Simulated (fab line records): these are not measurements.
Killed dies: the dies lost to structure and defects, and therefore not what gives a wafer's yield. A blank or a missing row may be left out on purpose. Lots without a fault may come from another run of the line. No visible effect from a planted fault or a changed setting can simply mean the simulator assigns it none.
fab line records	flow n5_finfet
[record] lots = 4	wafers = 12	last_day = 18
route steps=1938 shown BEOL_M10@1482 PASSIVATION@1936
lots that met no fault: taken from a fault-free run of the same line
start_h: hours from the record's opening day to when the first of the lot's shown wafers began	wait_h: hours elapsed since this lot's preceding step	" repeats the value in the row above	L1.1+2: a single row standing in for several wafers	- either no value or no given start	* or withheld: withheld	< > ~ a bound
route shown NAME@n: names a module that has steps shown in the file, with the first one's number in the route	usual: mean/standard deviation taken from wafers without a fault	same: alike in all rows	chamber/n: place in a boat	sites: per-site readings	_std_site: the standard deviation of these	_edge_site: mean of outer sites minus mean of inner sites	radius_mm: how far each site lies from the wafer's centre	mask NAME#n: copy n	behind: the last tool/chamber to shape the wafer	hold: why the lot went on hold/how many hours it stayed there/how the hold came to an end	device: which transistor (n, p or np) failed to switch	end of line: the route-end tests of the same wafers	a step without rows: its recipe alone	killed: not the wafer's yield, but the dies lost to structure and defects at the first sort	map: dies across one wafer; x = killed, . = not, _ = none there
set.NAME: the setting as run; set.NAME@STEP: as run at that earlier step	model.NAME: the simulator's own value behind a step, which no gauge read
lots seen at some steps along the route; tables by step, rows by wafer
services: when a tool's chamber went out of use (start_h, in hours from the record's first day, below 0 if earlier), for how many hours, and the reason
[[steps]]
[step N5_BEOL_M10_DEVELOP_10]
[recipe] develop_time_s = 30	developer = TMAH	resist = CAR-ArF	rinse_liquid = diw	dry = air_spin	dev_temp_c = 23
[step N5_BEOL_M10_DESCUM_16]
[recipe] chemistry = O2	time_s = 7.9	source_power_w = 50	bias_power_w = 20	pressure_mtorr = 20	rf_frequency_hz = 2.712e+07	temp_c = 40	resist = CAR-ArF	o2_flow_sccm = 225
[step N5_BEOL_M10_ETCH_61]
[recipe] chemistry = CF4	target = SiARC	target_depth_a = 390	mask_material = CAR-ArF	time_s = 65	ion_energy_ev = 80	pressure_mtorr = 40	source_w = 545	bias_w = 36	Ar_flow_sccm = 100	cf4_flow_sccm = 100	ends = cleared
[step N5_BEOL_M10_ETCH_62]
[recipe] chemistry = N2/H2	target = SOC	target_depth_a = 1100	overetch_a = 220	mask_material = SiARC	temp_c = 40	time_s = 165	ion_energy_ev = 200	pressure_mtorr = 30	source_w = 840	bias_w = 150	n2_flow_sccm = 200	h2_flow_sccm = 200
[step N5_BEOL_M10_STRIP_68]
[recipe] chemistry = N2/H2	temp_c = 40	n2_flow_sccm = 200	h2_flow_sccm = 200	rf_frequency_hz = 6e+07
[step N5_BEOL_M10_STRIP_67]
[recipe] chemistry = CF4	resist = SiARC	power_w = 300	bias_power_w = 75	pressure_mtorr = 50	cf4_flow_sccm = 150	rf_frequency_hz = 6e+07
[step N5_BEOL_M10_HM_OPEN_17]
[recipe] chemistry = Cl2/BCl3	target_depth_a = 200	overetch_a = 60	target = TiN	mask_material = SOC	ion_energy_ev = 150	pressure_mtorr = 10	icp_w = 1000	bias_w = 126	Cl2_flow_sccm = 53.25	bcl3_flow_sccm = 21.75	Ar_flow_sccm = 25
[step N5_BEOL_M10_STRIP_19]
[recipe] chemistry = O2	power_w = 400	temp_c = 40	pressure_mtorr = 30	rf_frequency_hz = 6e+07	bias_power_w = 0	overash_fraction = 0.2	o2_flow_sccm = 225
[step N5_BEOL_M10_COAT_63]
[recipe] resist = SOC	temp_c = 250	time_s = 60	spin_rpm = 1500	resist_thk_nm = 100
[usual] spin_speed_rpm = 1500.0/1
lot.wafer	tool	chamber	start_h	wait_h	spin_speed_rpm	model.SOC_of_BEOL_M10_COAT_63.thk_nm
L576.1	litho_track-05	0	255.09	0.0	1500.9	100
L576.2	"	0	"	"	1499.9	99.8
L576.5	"	0	"	"	1500.3	100.2
L583.2	litho_track-05	0	304.84	0.3	1812.2	90.6
L583.4	"	0	"	"	1813.9	90.8
L583.6	"	0	"	"	1811.9	90.8
L587.1	litho_track-05	0	330.29	0.0	1813.6	90.6
L587.3	"	0	"	"	1813.1	90.6
L587.5	"	0	"	"	1813.7	90.8
L592.1	litho_track-01	0	357.65	0.4	1499.9	99.8
L592.4	"	0	"	"	1497.1	99.6
L592.6	"	0	"	"	1499.4	100
[step N5_BEOL_M10_COAT_64]
[recipe] resist = SiARC	temp_c = 220	time_s = 60	spin_rpm = 1500	resist_thk_nm = 30
[step N5_BEOL_M10_COAT_22]
[recipe] resist = CAR-ArF	spin_rpm = 1500	resist_thk_nm = 90
[step N5_BEOL_M10_EBR_24]
[recipe] solvent = PGMEA	ebr_width_mm = 1.5
[step N5_BEOL_M10_SOFTBAKE_23]
[recipe] temp_c = 110	time_s = 60	resist = CAR-ArF
[step N5_BEOL_M10_EXPOSE_25]
[recipe] mask_id = V9	na = 1.35	source_shape = annular	sigma_inner = 0.5	sigma_outer = 0.8	polarization = unpolarized	dose_mj = 85.5
[step N5_BEOL_M10_PEB_26]
[recipe] peb_temp_c = withheld	peb_time_s = 60	resist = CAR-ArF
[step N5_BEOL_M10_DEVELOP_27]
[recipe] develop_time_s = 30	developer = TMAH	resist = CAR-ArF	rinse_liquid = diw	dry = air_spin	dev_temp_c = 23
[step N5_BEOL_M10_DESCUM_33]
[recipe] chemistry = O2	time_s = 7.9	source_power_w = 50	bias_power_w = 20	pressure_mtorr = 20	rf_frequency_hz = 2.712e+07	temp_c = 40	resist = CAR-ArF	o2_flow_sccm = 225
[step N5_BEOL_M10_ETCH_65]
[recipe] chemistry = CF4	target = SiARC	target_depth_a = 390	mask_material = CAR-ArF	time_s = 65	ion_energy_ev = 80	pressure_mtorr = 40	source_w = 545	bias_w = 36	Ar_flow_sccm = 100	cf4_flow_sccm = 100	ends = cleared
[step N5_BEOL_M10_ETCH_66]
[recipe] chemistry = N2/H2	target = SOC	target_depth_a = 1200	overetch_a = 240	mask_material = SiARC	temp_c = 40	time_s = 180	ion_energy_ev = 200	pressure_mtorr = 30	source_w = 840	bias_w = 150	n2_flow_sccm = 200	h2_flow_sccm = 200
[usual] drypump_motor_current_A = 6.0/0.4	oes_product_au = 0.66/0.06	rf_vpp_V = 523.9/2.3	showerhead_plenum_p_Torr = 2.54/0.077	throttle_valve_pct = 17.83/0.25
lot.wafer	tool	chamber	start_h	wait_h	drypump_motor_current_A	oes_product_au	rf_hours_counter_h	rf_vpp_V	showerhead_plenum_p_Torr	throttle_valve_pct	model.etch.depth_nm
L576.1	rie_diel-03	0	255.64	0.0	5.7	0.65	96	524.6	2.56	18.12	100
L576.2	"	3	"	"	6.4	0.63	137	524.1	2.55	17.74	99.87
L576.5	"	3	"	"	6.3	0.63	-	524.8	2.55	17.72	100.1
L583.2	rie_diel-03	0	305.46	0.0	5.8	0.61	118	524.1	2.56	18.16	90.56
L583.4	"	2	"	"	5.5	0.72	11	524.4	2.60	18.05	90.88
L583.6	"	1	"	"	6.5	0.64	-	519.9	2.48	18.01	90.8
L587.1	rie_diel-04	1	330.84	0.0	6.0	0.51	245	522.8	2.51	17.95	90.64
L587.3	"	0	"	"	5.4	0.67	52	525.8	2.59	17.60	90.66
L587.5	"	0	"	"	5.4	0.67	-	523.1	2.59	17.60	90.81
L592.1	rie_diel-05	3	358.42	0.0	6.2	0.75	15	525.3	2.60	17.93	99.75
L592.4	"	2	"	"	6.3	0.60	147	520.4	2.44	17.70	99.54
L592.6	"	3	"	"	6.2	0.75	-	526.8	2.60	17.94	100
[step N5_BEOL_M10_STRIP_69]
[recipe] chemistry = N2/H2	temp_c = 40	n2_flow_sccm = 200	h2_flow_sccm = 200	rf_frequency_hz = 6e+07
[step N5_BEOL_M10_VIA_ETCH_34]
[recipe] chemistry = C4F6/O2	target = SiCOH_lowk	target_depth_a = 1845	mask_material = SOC	taper_deg = 4	time_s = 69.2	ion_energy_ev = 250	pressure_mtorr = 30	source_w = 345	bias_w = 185	Ar_flow_sccm = 300	C4F6_flow_sccm = 10	O2_flow_sccm = 10
[usual] C4F6_flow_sccm = 9.998/0.028	O2_flow_sccm = 10.00/0.03	drypump_motor_current_A = 6.0/0.4	oes_product_au = 0.82/0.078	rf_vpp_V = 667/8.2	showerhead_plenum_p_Torr = 2.85/0.082	throttle_valve_pct = 20.92/0.23
lot.wafer	tool	chamber	start_h	wait_h	C4F6_flow_sccm	O2_flow_sccm	drypump_motor_current_A	oes_product_au	rf_hours_counter_h	rf_vpp_V	showerhead_plenum_p_Torr	throttle_valve_pct	model.SOC_of_BEOL_M10_COAT_63.thk_nm
L576.1	rie_diel-03	0	255.76	0.0	9.976	10.00	5.7	0.82	97	660	2.86	21.15	92
L576.2	"	3	"	"	10.044	10.01	6.3	0.78	137	674	2.86	20.83	92
L576.5	"	3	"	"	10.022	10.00	6.3	0.77	-	673	2.86	20.82	92.2
L583.2	rie_diel-03	0	305.58	0.0	9.979	10.01	5.7	0.79	118	659	2.85	21.16	82.6
L583.4	"	2	"	"	9.996	10.00	5.5	0.93	11	678	2.91	21.17	82.8
L583.6	"	1	"	"	10.015	9.98	6.6	0.83	-	668	2.77	21.12	82.8
L587.1	rie_diel-04	1	330.97	0.0	9.984	9.97	6.0	0.65	245	662	2.80	20.95	82.6
L587.3	"	0	"	"	10.018	10.04	5.4	0.86	52	675	2.90	20.67	82.6
L587.5	"	0	"	"	10.036	10.04	5.4	0.87	-	675	2.90	20.67	82.8
L592.1	rie_diel-05	3	358.54	0.0	10.043	10.01	6.2	0.95	15	677	2.91	21.01	91.6
L592.4	"	2	"	"	9.986	10.01	6.3	0.74	147	654	2.74	20.76	91.6
L592.6	"	3	"	"	10.002	10.04	6.2	0.94	-	675	2.91	21.01	91.8
[step N5_BEOL_M10_STRIP_73]
[recipe] chemistry = C4F6/O2	resist = SiARC	rf_frequency_hz = 6e+07
[step N5_PASSIVATION_PROBE_49]
[usual] defect_limited_yield = 91.2/1.4	killed_at_M0_to_M3 = 35/11	killed_at_M4_up = 12/4.2	killed_at_contacts = 13/5.6	killed_at_front_end = 40/12	killed_at_other = 3.3/2.6	killed_dies = 103/17	killed_open = 68/12	killed_short = 34/7.6	sort_bin_5_function = 5.1/0.95	sort_bin_6_memory = 3.3/0.68	sort_n_pass = 1077/17	sort_yield_pct = 91.2/1.4
[same] gross_dies = 1180	killed_at_back_side = 0	sort_bin_4_leakage[%] = 0	sort_bin_8_speed[%] = 0
lot.wafer	tool	chamber	start_h	wait_h	defect_limited_yield[%]	killed_at_M0_to_M3	killed_at_M4_up	killed_at_contacts	killed_at_front_end	killed_at_other	killed_dies	killed_open	killed_short	sort_bin_5_function[%]	sort_bin_6_memory[%]	sort_n_pass	sort_yield_pct[%]
L576.1	prober-02	-	305.98	0.0	93.3	22	13	10	34	0	79	56	23	4.2	2.4	1101	93.3
L576.2	prober-02	-	306.03	0.1	90.7	33	15	14	46	2	110	69	37	5.4	3.4	1070	90.7
L576.5	prober-02	-	306.18	0.2	91.2	30	20	13	38	3	104	70	34	4.7	3.5	1076	91.2
L583.2	prober-02	-	355.80	0.1	92.5	26	9	15	38	1	89	63	25	5.3	2.1	1091	92.5
L583.4	prober-02	-	355.90	0.2	90.5	21	14	16	61	0	112	78	31	5.4	3.8	1068	90.5
L583.6	prober-02	-	356.00	0.3	90.1	33	10	18	52	4	117	77	39	6.0	3.3	1063	90.1
L587.1	prober-01	-	379.25	0.0	92.2	43	16	4	23	6	92	59	32	4.4	3.1	1088	92.2
L587.3	prober-01	-	379.35	0.1	91.4	29	16	8	45	3	101	71	29	5.5	2.8	1079	91.4
L587.5	prober-01	-	379.45	0.2	91.4	29	12	7	51	2	101	76	23	5.5	3.0	1079	91.4
L592.1	prober-02	-	426.85	0.0	92.0	34	15	11	31	3	94	55	38	4.1	3.1	1086	92.0
L592.4	prober-02	-	427.00	0.2	91.1	25	9	5	65	1	105	67	38	5.0	3.4	1075	91.1
L592.6	prober-02	-	427.10	0.3	92.0	22	18	7	44	3	94	65	28	5.0	2.8	1086	92.0
// killed by level:class
L576.1 BEOL_M1:geometric_particle:open=9 MOL_CONTACT_COAG:geometric_particle:open=8 GATE_CUT:geometric_particle:open=6 BEOL_M4:geometric_particle:open=6 FIN_SAQP:geometric_particle:open=5 STI_FIN_REVEAL:geometric_particle:open=5 BEOL_M0_SAQP:geometric_particle:short=5 FIN_SAQP:geometric_particle:short=4
L576.2 STI_FIN_REVEAL:geometric_particle:open=14 BEOL_M1:geometric_particle:open=11 MOL_CONTACT_COAG:geometric_particle:open=11 BEOL_M0_SAQP:geometric_particle:short=9 FIN_SAQP:geometric_particle:short=7 BEOL_M4:geometric_particle:open=7 BEOL_M0_SAQP:geometric_particle:open=6 DUMMY_GATE:geometric_particle:open=5
L576.5 STI_FIN_REVEAL:geometric_particle:open=13 BEOL_M4:geometric_particle:open=11 MOL_CONTACT_COAG:geometric_particle:open=10 BEOL_M0_SAQP:geometric_particle:short=8 BEOL_M3:geometric_particle:open=8 GATE_CUT:geometric_particle:short=6 DUMMY_GATE:geometric_particle:open=5 SPACER0:geometric_particle:open=5
L583.2 MOL_CONTACT_COAG:geometric_particle:open=15 BEOL_M0_SAQP:geometric_particle:open=8 FIN_SAQP:geometric_particle:open=7 STI_FIN_REVEAL:geometric_particle:open=7 BEOL_M2:geometric_particle:open=7 FIN_SAQP:geometric_particle:short=4 GATE_CUT:geometric_particle:short=4 GATE_CUT:geometric_particle:open=4
L583.4 FIN_SAQP:geometric_particle:open=17 MOL_CONTACT_COAG:geometric_particle:open=13 STI_FIN_REVEAL:geometric_particle:open=11 BEOL_M1:geometric_particle:open=7 FIN_SAQP:geometric_particle:short=6 GATE_CUT:geometric_particle:short=5 BEOL_M2:geometric_particle:open=5 DUMMY_GATE:geometric_particle:open=4
L583.6 MOL_CONTACT_COAG:geometric_particle:open=16 FIN_SAQP:geometric_particle:open=14 BEOL_M0_SAQP:geometric_particle:open=10 FIN_SAQP:geometric_particle:short=9 BEOL_M0_SAQP:geometric_particle:short=7 BEOL_M2:geometric_particle:open=7 STI_FIN_REVEAL:geometric_particle:open=5 BEOL_M1:geometric_particle:open=5
L587.1 BEOL_M0_SAQP:geometric_particle:open=15 BEOL_M0_SAQP:geometric_particle:short=14 STI_FIN_REVEAL:geometric_particle:open=8 BEOL_M4:geometric_particle:open=8 BEOL_M3:geometric_particle:open=5 STARTING-WAFER:geometric_particle:open=4 FIN_SAQP:geometric_particle:short=3 MOL_CONTACT_COAG:geometric_particle:open=3
L587.3 STI_FIN_REVEAL:geometric_particle:open=17 DUMMY_GATE:geometric_particle:open=8 BEOL_M2:geometric_particle:open=8 MOL_CONTACT_COAG:geometric_particle:open=7 BEOL_M1:geometric_particle:open=6 BEOL_M3:geometric_particle:open=6 STI_FIN_REVEAL:geometric_particle:short=4 GATE_CUT:geometric_particle:short=4
L587.5 STI_FIN_REVEAL:geometric_particle:open=16 BEOL_M2:geometric_particle:open=10 FIN_SAQP:geometric_particle:open=6 DUMMY_GATE:geometric_particle:open=6 GATE_CUT:geometric_particle:short=6 MOL_CONTACT_COAG:geometric_particle:open=6 BEOL_M1:geometric_particle:open=6 BEOL_M3:geometric_particle:open=5
L592.1 BEOL_M0_SAQP:geometric_particle:short=11 MOL_CONTACT_COAG:geometric_particle:open=8 BEOL_M0_SAQP:geometric_particle:open=8 STI_FIN_REVEAL:geometric_particle:open=6 GATE_CUT:geometric_particle:short=6 BEOL_M1:geometric_particle:open=5 BEOL_M2:geometric_particle:open=5 BEOL_M4:geometric_particle:open=5
L592.4 STI_FIN_REVEAL:geometric_particle:open=32 BEOL_M0_SAQP:geometric_particle:short=11 STI_FIN_REVEAL:geometric_particle:short=10 FIN_SAQP:geometric_particle:short=5 FIN_SAQP:geometric_particle:open=4 MOL_CONTACT_COAG:geometric_particle:open=4 BEOL_M2:geometric_particle:open=4 BEOL_M0_SAQP:geometric_particle:open=3
L592.6 STI_FIN_REVEAL:geometric_particle:open=11 FIN_SAQP:geometric_particle:short=9 FIN_SAQP:geometric_particle:open=7 MOL_CONTACT_COAG:geometric_particle:open=7 BEOL_M8:geometric_particle:open=7 BEOL_M0_SAQP:geometric_particle:open=6 STI_FIN_REVEAL:geometric_particle:short=5 BEOL_M1:geometric_particle:open=4
[[services]]
tool	chamber	start_h	hours	kind
rie_diel-03	2	245.19	-	clean
rie_diel-03	2	245.19	-	consumable_replace:focus_ring
rie_diel-03	2	245.19	22.5	scheduled_down
rie_diel-03	2	245.19	22.5	vent_cycle
litho_track-01	-	262.92	-	consumable_replace:filter
rie_diel-03	2	282.26	6.2	repair
rie_diel-05	3	297.86	-	clean
rie_diel-05	3	297.86	-	consumable_replace:focus_ring
rie_diel-05	3	297.86	17.7	scheduled_down
rie_diel-05	3	297.86	17.7	vent_cycle
rie_diel-04	1	301.83	9.3	repair
rie_diel-05	0	311.43	10.0	repair
rie_diel-05	1	312.06	1.9	repair
rie_diel-04	3	343.89	10.1	repair
rie_diel-04	1	354.22	-	clean
rie_diel-04	1	354.22	-	consumable_replace:focus_ring
rie_diel-04	1	354.22	21.4	scheduled_down
rie_diel-04	1	354.22	21.4	vent_cycle
[[key]]
[first_sign] step = N5_BEOL_M10_COAT_63	reading = spin_speed_rpm	direction = up	sigmas = 99+	usual = *	struck = *
effect none on later readings
[model_effect] step = N5_BEOL_M10_COAT_63	value = SOC_of_BEOL_M10_COAT_63.thk_nm	without = 99.73	struck = 90.7
[model_effect] step = N5_BEOL_M10_ETCH_66	value = etch.depth_nm	without = 99.75	struck = 90.72
[model_effect] step = N5_BEOL_M10_VIA_ETCH_34	value = SOC_of_BEOL_M10_COAT_63.thk_nm	without = 91.77	struck = 82.7
met_at N5_BEOL_M10_COAT_63
struck_wafers L583.2,L583.4,L583.6,L587.1,L587.3,L587.5
onset_between 255.09 304.84
[fault] kind = process_parameter_drift	tool = litho_track-05	chamber = -	onset_h = 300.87	steps = N5_BEOL_M10_COAT_63	channel = spin_rpm	offset = *	shape = step	end_h = 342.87	acts_in = *	stated = *
